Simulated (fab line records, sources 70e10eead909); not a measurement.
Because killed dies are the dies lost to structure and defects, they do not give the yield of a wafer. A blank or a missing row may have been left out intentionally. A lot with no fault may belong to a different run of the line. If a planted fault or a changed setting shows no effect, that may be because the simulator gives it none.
fab line records + flow nand_harc
[record]
- lots = 6
- wafers = 18
- last_day = 33
route steps=1302 shown A_DECK1_JOINT@541 A_ONON_D2@545 END@1302
lots with no fault: from the same line, run without faults
start_h: start of the lot's first displayed wafer, in hours after the record's first day + wait_h: hours since the lot's step before + " repeats the value in the row above + L1.1+2: a row that stands for several wafers + - either no value or no given start + * or withheld: withheld + < > ~ a bound
route shown NAME@n: NAME is a module with steps in the file, n the number in the route of the first one + usual: mean and standard deviation over wafers with no fault + same: alike in all rows + chamber/n: place in a boat + sites: the reading at each site + _std_site: how widely they spread, as a standard deviation + _edge_site: inner sites' mean taken away from outer sites' mean + radius_mm: for every site, how far away it sits from the centre of the wafer + mask NAME#n: copy n + behind: the tool/chamber that last shaped the wafer + hold: what put the lot on hold/how long, in hours/how the hold closed + device: the n, p or np transistor that did not switch + end of line: the route-end tests of the same wafers + a step with no rows: only its recipe + killed: count of dies lost to structure and defects at first sort (not the wafer's yield) + map: dies across one wafer; x = killed, . = not, _ = none there
set.NAME: setting as actually run; set.NAME@STEP: the setting as run at that earlier step + model.NAME: the simulator's own value behind a step, which no gauge read
lots at some steps of the route; a table a step, a row a wafer
services: a tool's chamber out of use, with start hour (start_h, from the record's first day; less than 0 if before it), hours out, and reason
[[steps]]
[step NHARC_A_DECK1_JOINT_SRD_15]
[step NHARC_A_DECK1_JOINT_DEP_16]
[recipe]
- target_thk_a = 450
- temp_c = 400
- pressure_torr = 6.5
- rf_w = 900
- teos_flow_sccm = 161.4
- flow_sccm = 2650
- target_thk_nm = 45
- gas = O2
- material = SiO2
[usual]
- heater_power_w = 586/57
- throttle_valve_pct = 15.9/0.46
| lot.wafer | tool     | chamber | start_h | wait_h | heater_power_w | throttle_valve_pct |
|-----------|----------|---------|---------|--------|----------------|--------------------|
| L117.3    | pecvd-03 | 2       | 314.29  | 0.3    | 606            | 15.9               |
| L117.1    | "        | 0       | "       | "      | 596            | 16.9               |
| L117.5    | "        | 1       | "       | "      | 629            | 16.8               |
| L123.1    | pecvd-04 | 1       | 367.69  | 0.1    | 590            | 15.4               |
| L123.3    | "        | 0       | "       | "      | 659            | 15.2               |
| L123.6    | "        | 0       | "       | "      | 658            | 15.3               |
| L129.3    | pecvd-01 | 0       | 415.89  | 0.1    | 582            | 16.0               |
| L129.4    | "        | 2       | "       | "      | 645            | 16.3               |
| L129.5    | "        | 1       | "       | "      | 622            | 15.5               |
| L128.2    | pecvd-04 | 2       | 415.92  | 0.1    | 526            | 15.7               |
| L128.1    | "        | 0       | "       | "      | 598            | 15.4               |
| L128.5    | "        | 0       | "       | "      | 600            | 15.2               |
| L136.3    | pecvd-01 | 1       | 485.97  | 0.1    | 625            | 16.0               |
| L136.5    | "        | 0       | "       | "      | 578            | 16.2               |
| L136.6    | "        | 1       | "       | "      | 624            | 15.6               |
| L137.2    | pecvd-04 | 0       | 501.87  | 0.2    | 555            | 15.2               |
| L137.3    | "        | 1       | "       | "      | 487            | 15.6               |
| L137.5    | "        | 1       | "       | "      | 498            | 15.3               |
[step NHARC_A_DECK1_JOINT_THK_MEAS_17]
[recipe]
- thk_meas_gauge = ellipsometry
[usual]
- thk_nm = 45.0/1.2
| lot.wafer | tool          | chamber | start_h | wait_h | thk_nm |
|-----------|---------------|---------|---------|--------|--------|
| L117.1    | film_metro-01 | -       | 314.54  | 0.2    | 46.4   |
| L117.3    | "             | -       | "       | "      | 46.5   |
| L117.5    | "             | -       | "       | "      | 43.5   |
| L123.1    | film_metro-02 | -       | 367.98  | 0.3    | 43.4   |
| L123.3    | "             | -       | "       | "      | 44.8   |
| L123.6    | "             | -       | "       | "      | 44.8   |
| L129.3    | film_metro-01 | -       | 416.14  | 0.2    | 44.3   |
| L129.4    | "             | -       | "       | "      | 48.7   |
| L129.5    | "             | -       | "       | "      | 46.1   |
| L128.1    | film_metro-01 | -       | 416.20  | 0.2    | 46.1   |
| L128.2    | "             | -       | "       | "      | 45.5   |
| L128.5    | "             | -       | "       | "      | 44.5   |
| L136.3    | film_metro-01 | -       | 486.23  | 0.2    | 44.4   |
| L136.5    | "             | -       | "       | "      | 45.0   |
| L136.6    | "             | -       | "       | "      | 45.3   |
| L137.2    | film_metro-02 | -       | 502.15  | 0.3    | 44.5   |
| L137.3    | "             | -       | "       | "      | 44.7   |
| L137.5    | "             | -       | "       | "      | 46.5   |
[step NHARC_A_DECK1_JOINT_INSPECT_05]
[usual]
- raw_defect_count = 307/120
| lot.wafer | tool              | chamber | start_h | wait_h | raw_defect_count |
|-----------|-------------------|---------|---------|--------|------------------|
| L117.1    | defect_inspect-01 | -       | 314.58  | 0.0    | 405              |
| L117.3    | "                 | -       | "       | "      | 267              |
| L117.5    | "                 | -       | "       | "      | 305              |
| L123.1    | defect_inspect-02 | -       | 368.01  | 0.0    | 171              |
| L123.3    | "                 | -       | "       | "      | 169              |
| L123.6    | "                 | -       | "       | "      | 226              |
| L129.3    | defect_inspect-02 | -       | 416.18  | 0.0    | 411              |
| L129.4    | "                 | -       | "       | "      | 396              |
| L129.5    | "                 | -       | "       | "      | 566              |
| L128.1    | defect_inspect-02 | -       | 416.24  | 0.0    | 142              |
| L128.2    | "                 | -       | "       | "      | 142              |
| L128.5    | "                 | -       | "       | "      | 185              |
| L136.3    | defect_inspect-02 | -       | 486.26  | 0.0    | 179              |
| L136.5    | "                 | -       | "       | "      | 187              |
| L136.6    | "                 | -       | "       | "      | 179              |
| L137.2    | defect_inspect-02 | -       | 502.18  | 0.0    | 209              |
| L137.3    | "                 | -       | "       | "      | 452              |
| L137.5    | "                 | -       | "       | "      | 535              |
[step NHARC_A_ONON_D2_DEP_00]
[recipe]
- target_thk_a = 10000
- n2_flow_sccm = 2750
- n2o_flow_sccm = 2000
- nh3_flow_sccm = 500
- sih4_flow_sccm = 210
- temp_c = 400
[step NHARC_A_ONON_D2_THK_MEAS_02]
[recipe]
- thk_meas_gauge = ellipsometry
[usual]
- thk_nm = 999/8.9
| lot.wafer | tool          | chamber | start_h | wait_h | thk_nm |
|-----------|---------------|---------|---------|--------|--------|
| L117.1    | film_metro-02 | -       | 315.15  | -      | 990    |
| L117.3    | "             | -       | "       | "      | 990    |
| L117.5    | "             | -       | "       | "      | 989    |
| L123.1    | film_metro-01 | -       | 368.58  | -      | 1010   |
| L123.3    | "             | -       | "       | "      | 1007   |
| L123.6    | "             | -       | "       | "      | 1008   |
| L129.3    | film_metro-02 | -       | 416.76  | -      | 999    |
| L129.4    | "             | -       | "       | "      | 1001   |
| L129.5    | "             | -       | "       | "      | 1000   |
| L128.1    | film_metro-01 | -       | 417.10  | -      | 991    |
| L128.2    | "             | -       | "       | "      | 990    |
| L128.5    | "             | -       | "       | "      | 990    |
| L136.3    | film_metro-02 | -       | 486.84  | -      | 994    |
| L136.5    | "             | -       | "       | "      | 995    |
| L136.6    | "             | -       | "       | "      | 995    |
| L137.2    | film_metro-02 | -       | 502.75  | -      | 1018   |
| L137.3    | "             | -       | "       | "      | 1018   |
| L137.5    | "             | -       | "       | "      | 1017   |
[step NHARC_A_ONON_D2_DEP_03]
[recipe]
- target_thk_a = 10000
- n2_flow_sccm = 2750
- n2o_flow_sccm = 2000
- nh3_flow_sccm = 500
- sih4_flow_sccm = 210
- temp_c = 400
[step NHARC_A_ONON_D2_THK_MEAS_05]
[recipe]
- thk_meas_gauge = ellipsometry
[usual]
- thk_nm = 1000/7.8
| lot.wafer | tool          | chamber | start_h | wait_h | thk_nm |
|-----------|---------------|---------|---------|--------|--------|
| L117.1    | film_metro-02 | -       | 315.72  | -      | 1008   |
| L117.3    | "             | -       | "       | "      | 1009   |
| L117.5    | "             | -       | "       | "      | 1007   |
| L123.1    | film_metro-01 | -       | 369.15  | -      | 990    |
| L123.3    | "             | -       | "       | "      | 989    |
| L123.6    | "             | -       | "       | "      | 989    |
| L129.3    | film_metro-02 | -       | 417.45  | -      | 995    |
| L129.4    | "             | -       | "       | "      | 995    |
| L129.5    | "             | -       | "       | "      | 998    |
| L128.1    | film_metro-01 | -       | 417.67  | -      | 995    |
| L128.2    | "             | -       | "       | "      | 996    |
| L128.5    | "             | -       | "       | "      | 997    |
| L136.3    | film_metro-02 | -       | 487.40  | -      | 995    |
| L136.5    | "             | -       | "       | "      | 996    |
| L136.6    | "             | -       | "       | "      | 995    |
| L137.2    | film_metro-01 | -       | 503.32  | -      | 1019   |
| L137.3    | "             | -       | "       | "      | 1021   |
| L137.5    | "             | -       | "       | "      | 1021   |
[step NHARC_A_ONON_D2_DEP_06]
[recipe]
- target_thk_a = 10000
- n2_flow_sccm = 2750
- n2o_flow_sccm = 2000
- nh3_flow_sccm = 500
- sih4_flow_sccm = 210
- temp_c = 400
[step NHARC_A_ONON_D2_THK_MEAS_08]
[recipe]
- thk_meas_gauge = ellipsometry
[usual]
- thk_nm = 1000/12
| lot.wafer | tool          | chamber | start_h | wait_h | thk_nm |
|-----------|---------------|---------|---------|--------|--------|
| L117.1    | film_metro-02 | -       | 316.28  | -      | 1021   |
| L117.3    | "             | -       | "       | "      | 1021   |
| L117.5    | "             | -       | "       | "      | 1022   |
| L123.1    | film_metro-01 | -       | 369.71  | -      | 983    |
| L123.3    | "             | -       | "       | "      | 980    |
| L123.6    | "             | -       | "       | "      | 983    |
| L129.3    | film_metro-02 | -       | 418.02  | -      | 1004   |
| L129.4    | "             | -       | "       | "      | 1003   |
| L129.5    | "             | -       | "       | "      | 1002   |
| L128.1    | film_metro-01 | -       | 418.37  | -      | 1025   |
| L128.2    | "             | -       | "       | "      | 1023   |
| L128.5    | "             | -       | "       | "      | 1024   |
| L136.3    | film_metro-02 | -       | 487.97  | -      | 1008   |
| L136.5    | "             | -       | "       | "      | 1008   |
| L136.6    | "             | -       | "       | "      | 1008   |
| L137.2    | film_metro-01 | -       | 503.88  | -      | 977    |
| L137.3    | "             | -       | "       | "      | 974    |
| L137.5    | "             | -       | "       | "      | 976    |
[step NHARC_A_ONON_D2_DEP_09]
[recipe]
- target_thk_a = 10000
- n2_flow_sccm = 2750
- n2o_flow_sccm = 2000
- nh3_flow_sccm = 500
- sih4_flow_sccm = 210
- temp_c = 400
[step NHARC_A_ONON_D2_THK_MEAS_11]
[recipe]
- thk_meas_gauge = ellipsometry
[usual]
- thk_nm = 997/11
| lot.wafer | tool          | chamber | start_h | wait_h | thk_nm |
|-----------|---------------|---------|---------|--------|--------|
| L117.1    | film_metro-02 | -       | 317.03  | -      | 1003   |
| L117.3    | "             | -       | "       | "      | 1006   |
| L117.5    | "             | -       | "       | "      | 1004   |
| L123.1    | film_metro-01 | -       | 370.28  | -      | 1012   |
| L123.3    | "             | -       | "       | "      | 1012   |
| L123.6    | "             | -       | "       | "      | 1012   |
| L129.3    | film_metro-02 | -       | 418.72  | -      | 1014   |
| L129.4    | "             | -       | "       | "      | 1013   |
| L129.5    | "             | -       | "       | "      | 1014   |
| L128.1    | film_metro-01 | -       | 419.07  | -      | 993    |
| L128.2    | "             | -       | "       | "      | 995    |
| L128.5    | "             | -       | "       | "      | 995    |
| L136.3    | film_metro-01 | -       | 488.54  | -      | 985    |
| L136.5    | "             | -       | "       | "      | 986    |
| L136.6    | "             | -       | "       | "      | 986    |
| L137.2    | film_metro-02 | -       | 504.45  | -      | 1012   |
| L137.3    | "             | -       | "       | "      | 1014   |
| L137.5    | "             | -       | "       | "      | 1012   |
[step NHARC_A_ONON_D2_DEP_12]
[recipe]
- target_thk_a = 10000
- n2_flow_sccm = 2750
- n2o_flow_sccm = 2000
- nh3_flow_sccm = 500
- sih4_flow_sccm = 210
- temp_c = 400
[usual]
- n2o_flow_sccm = 2001/5.6
- nh3_flow_sccm = 500.1/1.5
| lot.wafer | tool          | chamber | start_h | wait_h | n2o_flow_sccm | nh3_flow_sccm |
|-----------|---------------|---------|---------|--------|---------------|---------------|
| L117.1    | pecvd_onon-03 | 0       | 317.23  | 0.2    | 2005          | 498.1         |
| L117.3    | "             | 0       | "       | "      | 2012          | 501.2         |
| L117.5    | "             | 0       | "       | "      | 2004          | 500.2         |
| L123.1    | pecvd_onon-04 | 0       | 370.34  | 0.1    | 2006          | 500.0         |
| L123.3    | "             | 0       | "       | "      | 2002          | 501.9         |
| L123.6    | "             | 0       | "       | "      | 2005          | 499.9         |
| L129.3    | pecvd_onon-04 | 0       | 419.03  | 0.3    | 2007          | 498.1         |
| L129.4    | "             | 0       | "       | "      | 2009          | 499.5         |
| L129.5    | "             | 0       | "       | "      | 2006          | 499.1         |
| L128.1    | pecvd_onon-04 | 0       | 419.26  | 0.2    | 1997          | 501.3         |
| L128.2    | "             | 0       | "       | "      | 1989          | 500.4         |
| L128.5    | "             | 0       | "       | "      | 1992          | 499.9         |
| L136.3    | pecvd_onon-03 | 0       | 488.71  | 0.2    | 1999          | 497.7         |
| L136.5    | "             | 0       | "       | "      | 1992          | 499.1         |
| L136.6    | "             | 0       | "       | "      | 1995          | 500.4         |
| L137.2    | pecvd_onon-01 | 0       | 504.57  | 0.1    | 1995          | 503.1         |
| L137.3    | "             | 0       | "       | "      | 2001          | 502.4         |
| L137.5    | "             | 0       | "       | "      | 1986          | 502.3         |
[step NHARC_A_ONON_D2_THK_MEAS_14]
[recipe]
- thk_meas_gauge = ellipsometry
[usual]
- thk_nm = 1003/7.2
| lot.wafer | tool          | chamber | start_h | wait_h | thk_nm |
|-----------|---------------|---------|---------|--------|--------|
| L117.1    | film_metro-02 | -       | 317.74  | -      | 999    |
| L117.3    | "             | -       | "       | "      | 1000   |
| L117.5    | "             | -       | "       | "      | 998    |
| L123.1    | film_metro-02 | -       | 370.85  | -      | 1010   |
| L123.3    | "             | -       | "       | "      | 1012   |
| L123.6    | "             | -       | "       | "      | 1009   |
| L129.3    | film_metro-02 | -       | 419.43  | -      | 668    |
| L129.4    | "             | -       | "       | "      | 667    |
| L129.5    | "             | -       | "       | "      | 667    |
| L128.1    | film_metro-02 | -       | 419.78  | -      | 680    |
| L128.2    | "             | -       | "       | "      | 681    |
| L128.5    | "             | -       | "       | "      | 679    |
| L136.3    | film_metro-02 | -       | 489.10  | -      | 1016   |
| L136.5    | "             | -       | "       | "      | 1016   |
| L136.6    | "             | -       | "       | "      | 1014   |
| L137.2    | film_metro-02 | -       | 505.02  | -      | 1010   |
| L137.3    | "             | -       | "       | "      | 1008   |
| L137.5    | "             | -       | "       | "      | 1011   |
[step NHARC_A_ONON_D2_ANNEAL_15]
[recipe]
- temp_c = 750
- time_s = 3600
[step NHARC_END_SORT_01]
[recipe]
- temp_c = 25
[usual]
- killed_at_array = 59/17
- killed_at_other = 0.9/1.6
- killed_at_periphery = 3.7/2.3
- killed_dies = 64/17
- killed_open = 3.3/1.8
- killed_short = 2.4/1.6
[same]
- gross_dies = 677
| lot.wafer | tool      | chamber | start_h | wait_h | killed_at_array | killed_at_other | killed_at_periphery | killed_dies | killed_open | killed_short |
|-----------|-----------|---------|---------|--------|-----------------|-----------------|---------------------|-------------|-------------|--------------|
| L128.2    | prober-01 | 0       | 709.17  | 2.8    | 672             | 0               | 5                   | 677         | 3           | 3            |
| L128.5    | prober-01 | 0       | 711.56  | 3.7    | 667             | 1               | 9                   | 677         | 7           | 5            |
| L129.4    | prober-01 | 0       | 718.54  | 3.4    | 668             | 1               | 8                   | 677         | 6           | 5            |
| L129.5    | prober-01 | 0       | 719.33  | 3.7    | 672             | 0               | 5                   | 677         | 2           | 1            |
// killed by level:class
L128.2 A_ONON_D2:area_dep=623 A_SLIT:chamber_film_flake=32 A_CHANNEL_HOLE_D1:chamber_film_flake=5 A_CONTACT:chamber_film_flake=3 P_CONTACT:chamber_film_flake=2 A_STAIRCASE:chamber_film_flake=2 P_CONTACT:geometric_particle:open=1 A_ONON_D1:geometric_particle:open=1
L128.5 A_ONON_D2:area_dep=612 A_SLIT:chamber_film_flake=30 A_CONTACT:chamber_film_flake=6 P_CONTACT:chamber_film_flake=5 A_CHANNEL_HOLE_D1:chamber_film_flake=4 A_STAIRCASE:chamber_film_flake=4 A_CHANNEL_FILL_D2:geometric_particle:short=2 A_WL_FILL:geometric_particle:short=2
L129.4 A_ONON_D2:area_dep=585 A_CHANNEL_HOLE_D1:chamber_film_flake=32 A_CHANNEL_HOLE_D2:chamber_film_flake=21 P_GATE:chamber_film_flake=6 A_SLIT:chamber_film_flake=6 A_CONTACT:chamber_film_flake=6 A_STAIRCASE:chamber_film_flake=3 A_CHANNEL_HOLE_D1:geometric_particle:short=2
L129.5 A_ONON_D2:area_dep=600 A_CHANNEL_HOLE_D1:chamber_film_flake=30 A_CHANNEL_HOLE_D2:chamber_film_flake=15 A_SLIT:chamber_film_flake=7 A_STAIRCASE:chamber_film_flake=7 A_WL_FILL:chamber_film_flake=5 A_CONTACT:chamber_film_flake=3 A_BLC:geometric_particle:open=2
// map L128.2 (x killed, . not)
____________x____________
_________xxxxxxx_________
_______xxxxxxxxxxx_______
______xxxxxxxxxxxxx______
_____xxxxxxxxxxxxxxx_____
____xxxxxxxxxxxxxxxxx____
____xxxxxxxxxxxxxxxxx____
___xxxxxxxxxxxxxxxxxxx___
___xxxxxxxxxxxxxxxxxxx___
__xxxxxxxxxxxxxxxxxxxxx__
__xxxxxxxxxxxxxxxxxxxxx__
_xxxxxxxxxxxxxxxxxxxxxxx_
_xxxxxxxxxxxxxxxxxxxxxxx_
_xxxxxxxxxxxxxxxxxxxxxxx_
_xxxxxxxxxxxxxxxxxxxxxxx_
_xxxxxxxxxxxxxxxxxxxxxxx_
xxxxxxxxxxxxxxxxxxxxxxxxx
xxxxxxxxxxxxxxxxxxxxxxxxx
xxxxxxxxxxxxxxxxxxxxxxxxx
xxxxxxxxxxxxxxxxxxxxxxxxx
xxxxxxxxxxxxxxxxxxxxxxxxx
_xxxxxxxxxxxxxxxxxxxxxxx_
_xxxxxxxxxxxxxxxxxxxxxxx_
_xxxxxxxxxxxxxxxxxxxxxxx_
_xxxxxxxxxxxxxxxxxxxxxxx_
_xxxxxxxxxxxxxxxxxxxxxxx_
__xxxxxxxxxxxxxxxxxxxxx__
__xxxxxxxxxxxxxxxxxxxxx__
___xxxxxxxxxxxxxxxxxxx___
___xxxxxxxxxxxxxxxxxxx___
____xxxxxxxxxxxxxxxxx____
____xxxxxxxxxxxxxxxxx____
_____xxxxxxxxxxxxxxx_____
______xxxxxxxxxxxxx______
_______xxxxxxxxxxx_______
_________xxxxxxx_________
____________x____________
// map L129.4 (x killed, . not)
____________x____________
_________xxxxxxx_________
_______xxxxxxxxxxx_______
______xxxxxxxxxxxxx______
_____xxxxxxxxxxxxxxx_____
____xxxxxxxxxxxxxxxxx____
____xxxxxxxxxxxxxxxxx____
___xxxxxxxxxxxxxxxxxxx___
___xxxxxxxxxxxxxxxxxxx___
__xxxxxxxxxxxxxxxxxxxxx__
__xxxxxxxxxxxxxxxxxxxxx__
_xxxxxxxxxxxxxxxxxxxxxxx_
_xxxxxxxxxxxxxxxxxxxxxxx_
_xxxxxxxxxxxxxxxxxxxxxxx_
_xxxxxxxxxxxxxxxxxxxxxxx_
_xxxxxxxxxxxxxxxxxxxxxxx_
xxxxxxxxxxxxxxxxxxxxxxxxx
xxxxxxxxxxxxxxxxxxxxxxxxx
xxxxxxxxxxxxxxxxxxxxxxxxx
xxxxxxxxxxxxxxxxxxxxxxxxx
xxxxxxxxxxxxxxxxxxxxxxxxx
_xxxxxxxxxxxxxxxxxxxxxxx_
_xxxxxxxxxxxxxxxxxxxxxxx_
_xxxxxxxxxxxxxxxxxxxxxxx_
_xxxxxxxxxxxxxxxxxxxxxxx_
_xxxxxxxxxxxxxxxxxxxxxxx_
__xxxxxxxxxxxxxxxxxxxxx__
__xxxxxxxxxxxxxxxxxxxxx__
___xxxxxxxxxxxxxxxxxxx___
___xxxxxxxxxxxxxxxxxxx___
____xxxxxxxxxxxxxxxxx____
____xxxxxxxxxxxxxxxxx____
_____xxxxxxxxxxxxxxx_____
______xxxxxxxxxxxxx______
_______xxxxxxxxxxx_______
_________xxxxxxx_________
____________x____________
[[services]]
| tool          | chamber | start_h | hours | kind       |
|---------------|---------|---------|-------|------------|
| pecvd-01      | -       | 311.22  | 13.0  | pm         |
| pecvd-01      | 0       | 311.22  | 13.0  | vent_cycle |
| pecvd-01      | 1       | 311.22  | 13.0  | vent_cycle |
| pecvd-01      | 2       | 311.22  | 13.0  | vent_cycle |
| pecvd_onon-04 | -       | 311.35  | 13.0  | pm         |
| pecvd-01      | 0       | 324.22  | -     | clean      |
| pecvd-03      | -       | 366.12  | 13.0  | pm         |
| pecvd-04      | 2       | 369.92  | 9.6   | repair     |
| pecvd_onon-03 | -       | 377.52  | 1.9   | repair     |
| pecvd-04      | -       | 403.21  | 0.5   | repair     |
| pecvd_onon-03 | -       | 408.00  | 13.0  | pm         |
| pecvd-04      | 1       | 420.63  | 5.9   | repair     |
| pecvd_onon-01 | -       | 450.00  | 13.0  | pm         |
| pecvd-04      | -       | 450.61  | 13.0  | pm         |
| pecvd-04      | 0       | 450.61  | 13.0  | vent_cycle |
| pecvd-04      | 1       | 450.61  | 13.0  | vent_cycle |
| pecvd-04      | 2       | 450.61  | 13.0  | vent_cycle |
| pecvd-04      | 0       | 463.61  | -     | clean      |
| pecvd-04      | 1       | 463.61  | -     | clean      |
| pecvd-04      | 2       | 463.61  | -     | clean      |
| pecvd-03      | 0       | 488.58  | 22.9  | repair     |
| pecvd-01      | -       | 492.22  | 13.0  | pm         |
| pecvd_onon-04 | -       | 492.35  | 13.0  | pm         |
| pecvd-03      | -       | 503.77  | 0.8   | repair     |
[[key]]
[first_sign]
- step = NHARC_A_ONON_D2_THK_MEAS_14
- reading = thk_nm
- direction = down
- sigmas = 45
- usual = 1003
- struck = 674
[effect]
- step = NHARC_END_SORT_01
- reading = killed_at_array
- direction = up
- sigmas = 37
- usual = 59
- struck = 670
[more_kills_born_at]
- NHARC_A_ONON_D2_DEP_12@pecvd_onon-04 = 2420
met_at NHARC_A_ONON_D2_DEP_12
struck_wafers L128.1,L128.2,L128.5,L129.3,L129.4,L129.5
rows_end L128.1,L129.3
later_rows_left_out L128.2,L128.5,L129.4,L129.5
tester_left_out L128,L129
onset_between 370.34 419.03
[fault]
- kind = process_parameter_drift
- tool = pecvd_onon-04
- chamber = -
- onset_h = 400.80
- steps = NHARC_A_ONON_D2_DEP_12
- channel = target_thk_a
- offset = *
- shape = step
- acts_in = *
- stated = *
// tester_left_out: of these lots the tester's yield and bins aren't shown, on N5 and GAA mostly nor the transistor test; their killed dies are dies lost to structure and defects alone, not to doping, threshold or leakage, so they don't give the yield
// later_rows_left_out: the simulator's readings of these wafers behind a module that went badly wrong aren't trusted and aren't shown, but for the sort
// rows_end: these wafers met a further fault down the route, and their rows from its step on are left out
